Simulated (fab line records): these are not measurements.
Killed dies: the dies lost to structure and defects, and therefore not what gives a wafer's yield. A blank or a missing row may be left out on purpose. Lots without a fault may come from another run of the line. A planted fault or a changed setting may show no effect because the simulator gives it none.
Chamber matching -- flow n5Finfet -- rieDiel-02 running N5_FIN_SAQP_STRIP_70: 4 sister chambers
The step strips in N2/H2. 18 wafers are shown with their chamber, then 9 later ones without.

## WAFERS, EACH WITH ITS CHAMBER
wafer,chamber,showerheadPlenumPTorr (Torr),throttleValvePct (%),drypumpMotorCurrentA (A)
L074.4,3,3.53,18.6,5.4
L074.5,3,3.53,18.5,5.4
L074.6,0,3.38,19.1,5.4
L076.2,1,3.31,19.4,5.0
L076.3,3,3.53,18.6,5.4
L076.5,2,3.32,19.9,5.1
L077.1,2,3.32,19.9,5.1
L077.2,3,3.52,18.6,5.4
L077.5,2,3.32,19.9,5.2
L081.2,2,3.31,19.9,5.2
L081.4,0,3.38,19.1,5.4
L081.5,2,3.32,19.9,5.2
L082.1,0,3.37,19.1,5.4
L082.3,1,3.31,19.0,5.0
L082.5,1,3.31,19.0,5.1
L086.3,0,3.37,19.1,5.4
L086.4,1,3.30,19.0,5.0
L086.5,3,3.51,18.6,5.4

SIGNATURES (averages over the wafers above)
reading,chamber 0,chamber 1,chamber 2,chamber 3,scatter within a chamber
showerheadPlenumPTorr,3.3750,3.3075,3.3180,3.5240,0.00641
throttleValvePct,19.100,19.100,19.900,18.580,0.0956
drypumpMotorCurrentA,5.400,5.025,5.160,5.400,0.0373
Rule: a wafer's distance from a chamber is the root of the sum, over the readings, of the square of ((its reading less the chamber's mean) divided by the reading's scatter). If the next closest chamber is less than 2 further off than the closest, the wafer can't be placed; otherwise it belongs to the closest. How the scatter is found: for the shown wafers, subtract from each reading the mean of its chamber, square and add these, divide the total by (wafers less chambers), then take the root.

## WAFERS MISSING THEIR CHAMBER
wafer,showerheadPlenumPTorr (Torr),throttleValvePct (%),drypumpMotorCurrentA (A)
L087.3,3.30,19.0,5.1
L087.4,3.37,19.1,5.4
L087.5,3.30,19.0,5.1
L089.2,3.31,19.5,5.1
L089.3,3.51,18.6,5.4
L089.5,3.36,19.2,5.4
L091.1,3.31,19.5,5.1
L091.2,3.36,19.2,5.4
L091.3,3.29,19.0,5.0

## CHAMBER TAKEN BY EACH
wafer,from the rows above,in truth
L087.3,1,1
L087.4,0,0
L087.5,1,1
L089.2,can't be placed: 2 or 1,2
L089.3,3,3
L089.5,0,0
L091.1,can't be placed: 2 or 1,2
L091.2,0,0
L091.3,1,1
7 of 9 placed correctly. Can't be placed from these rows: 2 (the true chamber is among the candidates in 2). Wrongly placed: 0.
